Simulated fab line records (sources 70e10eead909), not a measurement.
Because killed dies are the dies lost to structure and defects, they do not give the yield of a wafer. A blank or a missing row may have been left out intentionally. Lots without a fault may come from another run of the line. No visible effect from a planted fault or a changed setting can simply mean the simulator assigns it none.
fab line records -- flow nandHarc
record: lots: 11, wafers: 33, lastDay: 33
route steps=1302 shown A_CHANNEL_HOLE_D2@585 END@1302
lots with no fault: from the same line, run without faults
startH: start of the lot's first displayed wafer, in hours after the record's first day -- waitH: how many hours have passed since the lot's step before this one -- " identical to the entry in the row above -- L1.1+2: a row that stands for several wafers -- - either no value or no given start -- * or withheld: withheld -- < > ~ a bound
route shown NAME@n: names a module that has steps shown in the file, with the first one's number in the route -- usual: mean and standard deviation over wafers with no fault -- same: alike in all rows -- chamber/n: place in a boat -- sites: per-site readings -- _std_site: how widely they spread, as a standard deviation -- _edge_site: inner sites' mean taken away from outer sites' mean -- radiusMm: for every site, how far away it sits from the centre of the wafer -- mask NAME#n: copy n -- behind: the most recent tool/chamber to have shaped the wafer -- hold: why the lot went on hold/how many hours it stayed there/how the hold came to an end -- device: the n, p or np transistor that did not switch -- end of line: tests of these same wafers at the route's end -- step lacking rows: just its recipe -- killed: dies that structure and defects cost at the first sort, which is not the same as the wafer's yield -- map: a wafer's dies, marking killed ones x, the rest . and places with no die _
set.NAME: the setting as run; set.NAME@STEP: as run at that earlier step -- model.NAME: the simulator's own value behind a step, which no gauge read
one table for each step of the route and one row for each wafer, over a sample of lots
services: the hour from which a tool's chamber was out of use, counted from the record's first day as startH (under 0 if before that day), plus the number of hours and why
== steps ==
step: NHARC_A_CHANNEL_HOLE_D2_DESCUM_15
recipe: timeS: 3, o2FlowSccm: 200, arFlowSccm: 0, biasPowerW: 0, chemistry: O2
usual: drypumpMotorCurrentA: 5.8/0.51, oesProductAu: 1.006/0.011, rfVppV: 58.0/0.9, showerheadPlenumPTorr: 1.93/0.08, throttleValvePct: 11.312/0.0096
lot.wafer,tool,chamber,startH,waitH,drypumpMotorCurrentA,oesProductAu,rfHoursCounterH,rfVppV,showerheadPlenumPTorr,throttleValvePct
L505.2,rieDiel-07,3,312.74,0.1,5.6,0.985,0.1,57.8,1.80,11.301
L505.1,rieDiel-07,0,312.74,0.1,6.0,1.000,0.1,56.3,1.85,11.317
L505.5,rieDiel-07,3,312.74,0.1,5.7,1.003,-,57.7,1.80,11.327
L507.3,rieDiel-13,3,329.11,0.1,6.8,1.021,7.6,58.2,1.92,11.331
L507.1,rieDiel-13,2,329.11,0.1,5.8,1.010,6.7,58.8,1.82,11.314
L507.5,rieDiel-13,3,329.11,0.1,6.8,1.025,-,58.1,1.92,11.315
L512.2,rieDiel-07,3,390.35,0.1,5.7,0.995,5.5,57.2,1.80,11.322
L512.4,rieDiel-07,3,390.35,0.1,5.7,0.987,-,57.2,1.80,11.306
L512.6,rieDiel-07,0,390.35,0.1,6.0,0.983,-,58.4,1.85,11.319
L514.2,rieDiel-07,2,399.25,0.1,5.2,0.994,6.4,56.8,1.91,11.307
L514.1,rieDiel-07,3,399.25,0.1,5.7,0.993,6.8,57.6,1.80,11.304
L514.3,rieDiel-07,1,399.25,0.1,6.3,1.013,5.4,59.5,2.05,11.306
L518.3,rieDiel-13,1,447.48,0.1,5.7,1.010,4.8,58.0,1.94,11.312
L518.1,rieDiel-13,3,447.48,0.1,6.8,1.018,4.1,57.4,1.92,11.326
L518.6,rieDiel-13,1,447.48,0.1,5.7,1.013,-,57.2,1.94,11.296
L520.3,rieDiel-13,3,462.63,0.1,6.8,1.011,4.8,58.9,1.92,11.316
L520.4,rieDiel-13,0,462.63,0.1,5.5,1.008,5.3,57.1,1.92,11.306
L520.6,rieDiel-13,2,462.63,0.1,5.8,1.008,-,57.9,1.82,11.302
L521.1,rieDiel-13,2,472.13,0.1,5.8,1.009,6.2,57.7,1.82,11.308
L521.3,rieDiel-13,3,472.13,0.1,6.8,1.022,6.6,57.3,1.92,11.307
L521.2,rieDiel-13,0,472.13,0.1,5.5,1.003,6.8,57.6,1.92,11.322
L522.3,rieDiel-08,1,473.16,0.1,5.5,0.995,6.0,58.4,2.00,11.295
L522.2,rieDiel-08,2,473.16,0.1,6.8,1.014,6.6,58.5,2.05,11.303
L522.1,rieDiel-08,0,473.16,0.1,6.0,1.009,6.1,57.4,2.01,11.316
L524.2,rieDiel-13,2,492.54,0.1,5.8,1.019,7.5,56.9,1.82,11.292
L524.3,rieDiel-13,0,492.54,0.1,5.5,1.006,8.4,57.7,1.92,11.311
L524.6,rieDiel-13,1,492.54,0.1,5.8,1.018,-,60.7,1.94,11.290
L525.2,rieDiel-07,3,514.07,0.1,5.7,0.997,0.6,58.8,1.80,11.317
L525.1,rieDiel-07,1,514.07,0.1,6.2,1.007,0.7,58.0,2.05,11.309
L525.6,rieDiel-07,3,514.07,0.1,5.7,0.998,-,57.5,1.80,11.311
L526.2,rieDiel-08,3,514.51,0.1,5.0,1.004,8.3,58.6,1.90,11.311
L526.3,rieDiel-08,0,514.51,0.1,5.9,1.025,8.1,58.3,2.01,11.318
L526.6,rieDiel-08,2,514.51,0.1,6.8,1.015,-,58.4,2.05,11.297
step: NHARC_A_CHANNEL_HOLE_D2_ETCH_38
recipe: targetDepthA: 390, overEtchFrac: 0.3, timeS: 65, ionEnergyEv: 80, cf4FlowSccm: 150, arFlowSccm: 0, rfW: 300, biasW: 100, chemistry: CF4
usual: biasW: 100.0/0.33, cf4FlowSccm: 150.0/0.5, drypumpMotorCurrentA: 5.9/0.5, oesProductAu: 1.004/0.012, rfVppV: 151.4/1.1, showerheadPlenumPTorr: 1.78/0.069, throttleValvePct: 13.283/0.0086
lot.wafer,tool,chamber,startH,waitH,biasW,cf4FlowSccm,drypumpMotorCurrentA,oesProductAu,rfHoursCounterH,rfVppV,showerheadPlenumPTorr,throttleValvePct
L505.2,rieDiel-07,1,312.83,0.1,99.6,150.1,6.3,1.003,0.1,152.8,1.89,13.300
L505.1,rieDiel-07,3,312.83,0.1,100.3,149.5,5.7,0.992,0.1,149.1,1.67,13.267
L505.5,rieDiel-07,1,312.83,0.1,99.7,150.3,6.3,1.003,-,152.8,1.89,13.289
L507.3,rieDiel-13,2,329.19,0.1,99.8,150.9,5.8,1.002,6.7,148.6,1.69,13.273
L507.1,rieDiel-13,1,329.19,0.1,99.6,150.3,5.8,1.027,8.5,151.6,1.79,13.279
L507.5,rieDiel-13,2,329.19,0.1,99.7,150.3,5.8,1.013,-,150.6,1.69,13.282
L512.2,rieDiel-07,2,390.47,0.1,99.7,150.0,5.2,1.006,5.2,151.3,1.77,13.279
L512.6,rieDiel-07,3,390.47,0.1,100.2,150.0,5.7,0.989,-,149.9,1.67,13.283
L512.4,rieDiel-07,0,390.47,0.1,100.1,149.9,6.0,0.985,-,149.8,1.71,13.278
L514.1,rieDiel-07,3,399.33,0.1,100.0,150.3,5.7,0.992,6.8,150.7,1.67,13.273
L514.2,rieDiel-07,0,399.33,0.1,100.0,150.5,6.0,0.981,6.2,151.0,1.71,13.283
L514.3,rieDiel-07,1,399.33,0.1,99.8,150.1,6.3,0.998,5.4,152.1,1.89,13.297
L518.1,rieDiel-13,0,447.56,0.1,99.6,149.6,5.5,1.021,4.2,151.2,1.78,13.289
L518.3,rieDiel-13,2,447.56,0.1,99.9,148.9,5.8,1.023,4.1,151.1,1.69,13.294
L518.6,rieDiel-13,0,447.56,0.1,99.5,150.3,5.5,1.000,-,151.2,1.77,13.274
L520.4,rieDiel-13,1,462.71,0.1,100.2,150.0,5.8,1.019,6.0,152.0,1.79,13.284
L520.3,rieDiel-13,2,462.71,0.1,99.9,150.8,5.8,1.017,4.8,148.8,1.69,13.283
L520.6,rieDiel-13,0,462.71,0.1,99.8,149.8,5.5,1.017,-,150.3,1.78,13.291
L521.3,rieDiel-13,3,472.22,0.1,100.2,150.1,6.8,1.020,6.6,150.2,1.77,13.284
L521.1,rieDiel-13,0,472.22,0.1,100.0,150.1,5.5,0.997,6.9,151.5,1.77,13.285
L521.2,rieDiel-13,1,472.22,0.1,100.0,148.9,5.8,1.011,7.2,151.1,1.79,13.287
L522.2,rieDiel-08,0,473.24,0.1,99.9,150.4,5.9,1.011,6.1,153.6,1.85,13.294
L522.1,rieDiel-08,1,473.24,0.1,100.0,151.5,5.5,0.997,6.0,150.0,1.84,13.268
L522.3,rieDiel-08,3,473.24,0.1,99.9,151.1,5.1,1.016,6.6,150.2,1.76,13.272
L524.3,rieDiel-13,1,492.64,0.1,100.1,150.1,5.8,1.018,8.8,150.9,1.79,13.287
L524.2,rieDiel-13,0,492.64,0.1,100.2,149.8,5.5,1.000,8.4,149.9,1.77,13.279
L524.6,rieDiel-13,1,492.64,0.1,100.2,150.6,5.8,0.999,-,150.4,1.79,13.275
L525.2,rieDiel-07,3,514.18,0.1,100.1,150.2,5.7,0.979,0.7,150.4,1.67,13.277
L525.1,rieDiel-07,1,514.18,0.1,99.5,149.5,6.2,0.998,0.7,152.7,1.89,13.282
L525.6,rieDiel-07,1,514.18,0.1,100.4,149.8,6.3,0.984,-,152.3,1.89,13.282
L526.3,rieDiel-08,3,514.58,0.1,99.4,150.0,5.1,1.003,8.3,151.3,1.76,13.296
L526.2,rieDiel-08,1,514.58,0.1,100.0,150.2,5.5,1.001,7.8,153.0,1.84,13.281
L526.6,rieDiel-08,2,514.58,0.1,100.2,150.1,6.8,1.008,-,152.3,1.88,13.283
step: NHARC_A_CHANNEL_HOLE_D2_ETCH_27
recipe: biasV: 400, sourceW: 2000, pressureMtorr: 25, timeS: 90, arFlowSccm: 375, c4f8FlowSccm: 41.7, o2FlowSccm: 83.3, tempC: -20, targetDepthA: 4000, chemistry: C4F8/O2/Ar
usual: biasV: 401/3.8, c4f8FlowSccm: 41.71/0.14, drypumpMotorCurrentA: 5.67/0.28, heBacksideLeakSccm: 5.9/0.8, showerheadPlenumPTorr: 3.68/0.03, throttleValvePct: 27.620/0.0088
lot.wafer,tool,chamber,startH,waitH,biasV,c4f8FlowSccm,drypumpMotorCurrentA,heBacksideLeakSccm,rfHoursCounterH,showerheadPlenumPTorr,throttleValvePct
L505.2,harEtch-02,1,317.88,0.2,404,41.81,6.06,5.7,375,3.72,27.620
L505.1,harEtch-02,0,317.88,0.2,406,41.77,5.33,7.4,375,3.70,27.616
L505.5,harEtch-02,1,317.88,0.2,400,41.93,6.04,6.0,-,3.72,27.625
L507.1,harEtch-02,0,334.65,0.2,400,41.60,5.31,7.1,386,3.69,27.607
L507.3,harEtch-02,1,334.65,0.2,398,41.68,6.06,6.1,-,3.72,27.610
L507.5,harEtch-02,1,334.65,0.2,400,41.74,6.13,6.0,-,3.72,27.616
L512.2,harEtch-02,0,399.34,0.2,-,-,-,-,-,-,-
L512.4,harEtch-02,0,399.34,0.2,-,-,-,-,-,-,-
L512.6,harEtch-02,0,399.34,0.2,-,-,-,-,-,-,-
L514.1,harEtch-02,0,404.40,0.2,-,-,-,-,-,-,-
L514.2,harEtch-02,1,404.40,0.2,-,-,-,-,-,-,-
L514.3,harEtch-02,0,404.40,0.2,-,-,-,-,-,-,-
L518.1,harEtch-02,0,453.69,0.2,401,41.61,5.33,5.7,35,3.66,27.621
L518.3,harEtch-02,1,453.69,0.2,400,41.75,6.09,4.9,-,3.68,27.617
L518.6,harEtch-02,1,453.69,0.2,407,41.70,6.03,5.1,-,3.68,27.609
L520.3,harEtch-02,1,467.84,0.2,400,41.55,6.05,5.0,-,3.68,27.622
L520.4,harEtch-02,0,467.84,0.2,398,41.70,5.33,5.7,-,3.65,27.617
L520.6,harEtch-02,0,467.84,0.2,400,41.81,5.33,6.0,-,3.65,27.622
L521.1,harEtch-01,1,477.30,0.2,395,41.90,5.65,6.1,263,3.62,27.606
L521.2,harEtch-01,0,477.30,0.2,394,41.88,5.65,5.6,263,3.68,27.612
L521.3,harEtch-01,1,477.30,0.2,398,41.83,5.66,6.3,-,3.62,27.612
L522.1,harEtch-02,0,478.31,0.2,401,41.70,5.34,5.7,54,3.65,27.621
L522.2,harEtch-02,1,478.31,0.2,406,41.76,6.09,4.9,54,3.67,27.603
L522.3,harEtch-02,1,478.31,0.2,399,41.71,6.11,4.8,-,3.67,27.613
L524.2,harEtch-02,0,497.91,0.2,403,41.89,5.32,5.9,65,3.64,27.615
L524.3,harEtch-02,1,497.91,0.2,399,41.86,6.04,8.9,-,3.67,27.608
L524.6,harEtch-02,0,497.91,0.2,401,41.64,5.34,5.9,-,3.64,27.614
L525.2,harEtch-02,1,519.45,0.2,405,41.73,6.06,5.4,69,3.67,27.610
L525.1,harEtch-02,0,519.45,0.2,400,41.86,5.30,5.8,69,3.64,27.609
L525.6,harEtch-02,0,519.45,0.2,393,41.84,5.33,9.0,-,3.64,27.604
L526.2,harEtch-01,1,519.70,0.2,400,42.04,5.64,6.0,282,3.61,27.617
L526.3,harEtch-01,0,519.70,0.2,403,41.56,5.66,5.9,-,3.67,27.621
L526.6,harEtch-01,1,519.70,0.2,404,41.54,5.65,6.1,-,3.61,27.635
step: NHARC_A_CHANNEL_HOLE_D2_CD_MEAS_31
usual: cdNm: 90.1/1.2
lot.wafer,tool,chamber,startH,waitH,cdNm
L505.1,cdSem-03,-,319.42,-,90.7
L505.2,cdSem-03,-,319.42,-,90.1
L505.5,cdSem-03,-,319.42,-,90.4
L507.1,cdSem-02,-,336.19,-,88.3
L507.3,cdSem-02,-,336.19,-,89.7
L507.5,cdSem-02,-,336.19,-,90.5
L512.2,cdSem-01,-,401.27,-,88.9
L512.4,cdSem-01,-,401.27,-,92.2
L512.6,cdSem-01,-,401.27,-,89.9
L514.1,cdSem-01,-,405.94,-,90.2
L514.2,cdSem-01,-,405.94,-,90.9
L514.3,cdSem-01,-,405.94,-,88.8
L518.1,cdSem-02,-,455.20,-,88.8
L518.3,cdSem-02,-,455.20,-,88.7
L518.6,cdSem-02,-,455.20,-,89.5
L520.3,cdSem-02,-,469.32,-,90.8
L520.4,cdSem-02,-,469.32,-,90.0
L520.6,cdSem-02,-,469.32,-,88.2
L521.1,cdSem-02,-,478.84,-,89.2
L521.2,cdSem-02,-,478.84,-,91.6
L521.3,cdSem-02,-,478.84,-,89.6
L522.1,cdSem-02,-,479.85,-,89.8
L522.2,cdSem-02,-,479.85,-,89.8
L522.3,cdSem-02,-,479.85,-,91.0
L524.2,cdSem-01,-,499.45,-,90.6
L524.3,cdSem-01,-,499.45,-,90.6
L524.6,cdSem-01,-,499.45,-,88.4
L525.1,cdSem-01,-,520.99,-,89.6
L525.2,cdSem-01,-,520.99,-,90.0
L525.6,cdSem-01,-,520.99,-,89.9
L526.2,cdSem-02,-,521.97,0.1,91.4
L526.3,cdSem-02,-,521.97,0.1,90.3
L526.6,cdSem-02,-,521.97,0.1,89.8
step: NHARC_END_SORT_01
recipe: tempC: 25
usual: killedAtArray: 55/20, killedAtOther: 1.1/1.2, killedAtPeriphery: 3.8/2.8, killedDies: 60/19, killedOpen: 3.4/1.9, killedShort: 2.2/1.5
same: grossDies: 677
lot.wafer,tool,chamber,startH,waitH,killedAtArray,killedAtOther,killedAtPeriphery,killedDies,killedOpen,killedShort
L514.1,prober-02,0,662.90,2.5,673,1,3,677,3,4
L514.2,prober-02,0,663.70,2.8,670,1,6,677,1,3
L514.3,prober-02,0,664.49,3.1,665,2,10,677,6,4
L512.2,prober-01,0,663.72,2.8,672,1,4,677,3,3
L512.4,prober-01,0,665.31,3.4,674,0,3,677,3,0
L512.6,prober-01,0,666.90,4.0,676,0,1,677,1,2
killed by level:class
L514.1 A_CHANNEL_HOLE_D2:areaEtch=616 A_CHANNEL_HOLE_D1:chamberFilmFlake=34 A_CONTACT:chamberFilmFlake=7 A_STAIRCASE:chamberFilmFlake=6 A_SLIT:chamberFilmFlake=2 P_M0:geometricParticle:short=1 A_DECK1_JOINT:geometricParticle:short=1 A_CHANNEL_FILL_D2:geometricParticle:short=1
L514.2 A_CHANNEL_HOLE_D2:areaEtch=620 A_CHANNEL_HOLE_D1:chamberFilmFlake=29 A_CONTACT:chamberFilmFlake=11 P_STI:chamberFilmFlake=4 A_STAIRCASE:chamberFilmFlake=4 A_WL_FILL:geometricParticle:short=2 A_M0:chamberFilmFlake=2 A_CHANNEL_HOLE_D2:geometricParticle:short=1
L512.2 A_CHANNEL_HOLE_D2:areaEtch=607 A_CHANNEL_HOLE_D1:chamberFilmFlake=30 A_SLIT:chamberFilmFlake=26 A_CHANNEL_HOLE_D2:unspecified=2 A_CHANNEL_FILL_D2:chamberFilmFlake=2 P_CONTACT:geometricParticle:open=1 A_ONON_D1:geometricParticle:short=1 A_CHANNEL_FILL_D2:geometricParticle:short=1
L514.3 A_CHANNEL_HOLE_D2:areaEtch=619 A_CHANNEL_HOLE_D1:chamberFilmFlake=25 A_STAIRCASE:chamberFilmFlake=9 P_STI:chamberFilmFlake=6 A_CONTACT:chamberFilmFlake=5 P_M0:geometricParticle:open=2 THIN_TSV:chamberFilmFlake=2 P_M1:geometricParticle:open=1
L512.4 A_CHANNEL_HOLE_D2:areaEtch=600 A_CHANNEL_HOLE_D1:chamberFilmFlake=31 A_SLIT:chamberFilmFlake=31 A_CONTACT:chamberFilmFlake=6 P_GATE:geometricParticle:open=1 A_CHANNEL_FILL_D1:geometricParticle:open=1 A_WL_FILL:geometricParticle:open=1 P_ZERO_WELL:chamberFilmFlake=1
L512.6 A_CHANNEL_HOLE_D2:areaEtch=596 A_SLIT:chamberFilmFlake=34 A_CHANNEL_HOLE_D1:chamberFilmFlake=30 A_CONTACT:chamberFilmFlake=5 A_CHANNEL_HOLE_D2:unspecified=4 A_CHANNEL_HOLE_D1:geometricParticle:short=1 A_CHANNEL_HOLE_D2:geometricParticle:short=1 A_BLC:geometricParticle:open=1
== services ==
tool,chamber,startH,hours,kind
rieDiel-07,-,294.20,9.0,pm
rieDiel-13,2,294.65,1.3,repair
rieDiel-13,0,296.80,-,clean
rieDiel-13,1,296.80,-,clean
rieDiel-13,2,296.80,-,clean
rieDiel-13,3,296.80,-,clean
rieDiel-13,2,308.50,5.5,repair
rieDiel-08,0,316.43,29.9,repair
rieDiel-13,0,321.30,-,clean
rieDiel-13,1,321.30,-,clean
rieDiel-13,-,342.01,9.0,pm
rieDiel-08,-,367.81,9.0,pm
rieDiel-13,0,374.47,11.8,repair
harEtch-02,-,378.38,17.0,pm
rieDiel-07,1,382.32,8.5,repair
rieDiel-08,1,408.70,2.7,repair
rieDiel-07,1,414.74,6.6,repair
rieDiel-07,0,437.49,3.0,repair
rieDiel-07,-,471.20,9.0,pm
rieDiel-08,1,486.17,3.1,repair
rieDiel-13,3,487.95,12.3,repair
rieDiel-07,2,509.15,8.3,repair
rieDiel-13,2,513.03,6.6,repair
rieDiel-13,-,519.01,9.0,pm
== key ==
firstSign: step: NHARC_A_CHANNEL_HOLE_D2_ETCH_27, reading: toolRecord, direction: missing
effect: step: NHARC_END_SORT_01, reading: killedDies, direction: up, sigmas: 32, usual: 60, struck: 677
moreKillsBornAt: NHARC_A_CHANNEL_HOLE_D2_ETCH_27@harEtch-02: 3653
metAt NHARC_A_CHANNEL_HOLE_D2_ETCH_27
struckLots L512,L514
laterRowsLeftOut L512.2,L512.4,L512.6,L514.1,L514.2,L514.3
testerLeftOut L512,L514
notActingAt NHARC_A_CHANNEL_HOLE_D2_DESCUM_15,NHARC_A_CHANNEL_HOLE_D2_ETCH_38,NHARC_A_CHANNEL_HOLE_D2_CD_MEAS_31
onsetBetween 334.65 399.34
fault: kind: skippedStepWhole, tool: harEtch-02, chamber: -, onsetH: 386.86, steps: NHARC_A_CHANNEL_HOLE_D2_ETCH_27, scope: struckLotsOnly
testerLeftOut: of these lots the tester's yield and bins aren't shown, on N5 and GAA mostly nor the transistor test; their killed dies are dies lost to structure and defects alone, not to doping, threshold or leakage, so they don't give the yield
laterRowsLeftOut: the simulator's readings of these wafers behind a module that went badly wrong aren't trusted and aren't shown, but for the sort
